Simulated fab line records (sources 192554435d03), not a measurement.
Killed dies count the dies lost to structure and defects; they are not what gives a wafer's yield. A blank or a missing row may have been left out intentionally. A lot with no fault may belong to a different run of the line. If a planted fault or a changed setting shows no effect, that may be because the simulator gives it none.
The tool behind it: which one? / flow n5_finfet / 33 wafers from 11 lots sampled at 5 of the route's 1938 steps

WHAT THE GAUGES READ, wafer by wafer
N5_BEOL_M5_CD_MEAS_35: target cd 28 nm, target cd y 24 nm.
lot=L075; measured=day 8 05:51; on=cd_sem-02; cd_nm (nm)=27.5 27.4 28.3
lot=L078; measured=day 8 21:21; on=cd_sem-01; cd_nm (nm)=27.9 27.4 27.9
lot=L079; measured=day 9 04:13; on=cd_sem-01; cd_nm (nm)=28.3 28.4 28.4
lot=L081; measured=day 9 14:10; on=cd_sem-02; cd_nm (nm)=27.6 27.6 26.9
lot=L084; measured=day 10 11:37; on=cd_sem-01; cd_nm (nm)=28.8 28.2 28.3
lot=L086; measured=day 10 21:09; on=cd_sem-03; cd_nm (nm)=28.2 27.6 27.7
lot=L089; measured=day 11 12:17; on=cd_sem-03; cd_nm (nm)=27.6 27.8 27.8
lot=L091; measured=day 12 07:10; on=cd_sem-01; cd_nm (nm)=28.1 28.2 27.7
lot=L092; measured=day 12 21:37; on=cd_sem-02; cd_nm (nm)=27.3 28.2 28.7
lot=L094; measured=day 13 07:24; on=cd_sem-01; cd_nm (nm)=27.1 27.8 27.2
lot=L097; measured=day 14 03:38; on=cd_sem-03; cd_nm (nm)=28.3 28.9 28.4

WHAT TOOL EACH LOT RAN ON (gives the tool, then ch and the chambers of the sampled wafers, and finally the start)
lot=L075; N5_BEOL_M5_STRIP_64=rie_diel-02 ch 0,1,2, day 8 04:30; N5_BEOL_M5_ETCH_67=rie_diel-02 ch 0,1,2, day 8 05:20; N5_BEOL_M5_ETCH_68=rie_diel-02 ch 0,1,2, day 8 05:23; N5_BEOL_M5_TRENCH_ETCH_37=rie_diel-02 ch 0,1,2, day 8 05:51 or earlier
lot=L078; N5_BEOL_M5_STRIP_64=rie_diel-02 ch 1,2,3, day 8 19:44; N5_BEOL_M5_ETCH_67=rie_diel-06 ch 0,1,2, day 8 20:50; N5_BEOL_M5_ETCH_68=rie_diel-06 ch 0,1,2, day 8 20:52; N5_BEOL_M5_TRENCH_ETCH_37=rie_diel-06 ch 0,1,2, day 8 21:21 or earlier
lot=L079; N5_BEOL_M5_STRIP_64=rie_diel-03 ch 1,2, day 9 01:41; N5_BEOL_M5_ETCH_67=rie_diel-06 ch 1,3, day 9 03:42; N5_BEOL_M5_ETCH_68=rie_diel-06 ch 1,3, day 9 03:44; N5_BEOL_M5_TRENCH_ETCH_37=rie_diel-06 ch 1,3, day 9 04:13 or earlier
lot=L081; N5_BEOL_M5_STRIP_64=rie_diel-03 ch 2,3, day 9 11:52; N5_BEOL_M5_ETCH_67=rie_diel-03 ch 1,2,3, day 9 13:37; N5_BEOL_M5_ETCH_68=rie_diel-03 ch 1,2,3, day 9 13:39; N5_BEOL_M5_TRENCH_ETCH_37=rie_diel-03 ch 1,2,3, day 9 14:10 or earlier
lot=L084; N5_BEOL_M5_STRIP_64=rie_diel-02 ch 0,2,3, day 10 09:07; N5_BEOL_M5_ETCH_67=rie_diel-02 ch 0,1, day 10 11:06; N5_BEOL_M5_ETCH_68=rie_diel-02 ch 0,1, day 10 11:08; N5_BEOL_M5_TRENCH_ETCH_37=rie_diel-02 ch 0,1, day 10 11:37 or earlier
lot=L086; N5_BEOL_M5_STRIP_64=rie_diel-02 ch 1,3, day 10 18:55; N5_BEOL_M5_ETCH_67=rie_diel-02 ch 0,1,3, day 10 20:38; N5_BEOL_M5_ETCH_68=rie_diel-02 ch 0,1,3, day 10 20:40; N5_BEOL_M5_TRENCH_ETCH_37=rie_diel-02 ch 0,1,3, day 10 21:09 or earlier
lot=L089; N5_BEOL_M5_STRIP_64=rie_diel-06 ch 0,1,3, day 11 10:57; N5_BEOL_M5_ETCH_67=rie_diel-03 ch 1,2,3, day 11 11:45; N5_BEOL_M5_ETCH_68=rie_diel-03 ch 1,2,3, day 11 11:47; N5_BEOL_M5_TRENCH_ETCH_37=rie_diel-03 ch 1,2,3, day 11 12:17 or earlier
lot=L091; N5_BEOL_M5_STRIP_64=rie_diel-06 ch 0,1,3, day 12 05:56; N5_BEOL_M5_ETCH_67=rie_diel-02 ch 1,2, day 12 06:38; N5_BEOL_M5_ETCH_68=rie_diel-02 ch 1,2, day 12 06:40; N5_BEOL_M5_TRENCH_ETCH_37=rie_diel-02 ch 1,2, day 12 07:10 or earlier
lot=L092; N5_BEOL_M5_STRIP_64=rie_diel-02 ch 0,2, day 12 19:53; N5_BEOL_M5_ETCH_67=rie_diel-03 ch 0,1,3, day 12 21:06; N5_BEOL_M5_ETCH_68=rie_diel-03 ch 0,1,3, day 12 21:08; N5_BEOL_M5_TRENCH_ETCH_37=rie_diel-03 ch 0,1,3, day 12 21:37 or earlier
lot=L094; N5_BEOL_M5_STRIP_64=rie_diel-06 ch 1,2, day 13 04:23; N5_BEOL_M5_ETCH_67=rie_diel-03 ch 2,3, day 13 06:52; N5_BEOL_M5_ETCH_68=rie_diel-03 ch 2,3, day 13 06:53; N5_BEOL_M5_TRENCH_ETCH_37=rie_diel-03 ch 2,3, day 13 07:24 or earlier
lot=L097; N5_BEOL_M5_STRIP_64=rie_diel-03 ch 0,2,3, day 14 02:10; N5_BEOL_M5_ETCH_67=rie_diel-06 ch 2,3, day 14 03:07; N5_BEOL_M5_ETCH_68=rie_diel-06 ch 2,3, day 14 03:08; N5_BEOL_M5_TRENCH_ETCH_37=rie_diel-06 ch 2,3, day 14 03:38 or earlier
- N5_BEOL_M5_STRIP_64: strips in CF4.
- N5_BEOL_M5_ETCH_67: etches SiARC in CF4, target depth 15.6 nm, time 26 s.
- N5_BEOL_M5_ETCH_68: etches SOC in N2/H2, target depth 80 nm, overetch 16 nm, time 120 s.
- N5_BEOL_M5_TRENCH_ETCH_37: etches SiCOH lowk in C4F6/O2, target depth 71.652 nm, time 24.7 s.

THE ANSWER, worked out from the rows above alone
Rule: what is usual is taken from the lots themselves. The widest of any qualifying gaps counts: lots, ordered by their means at a reading, are off when they make up no more than a third of the lots, leave a main group of 4 or more, and stand apart from it by 3 or more times the standard deviation of that group's means. The tables above print the reading to a certain number of digits; a main group whose means all agree to those digits is not used. Also off: a lot with no number at a reading for which 4 or more lots have one. The other lots that the step has rows for count as sound.
None of the lots is off at any reading shown; this tells nothing.

WHAT THE SIMULATOR HAD INSERTED
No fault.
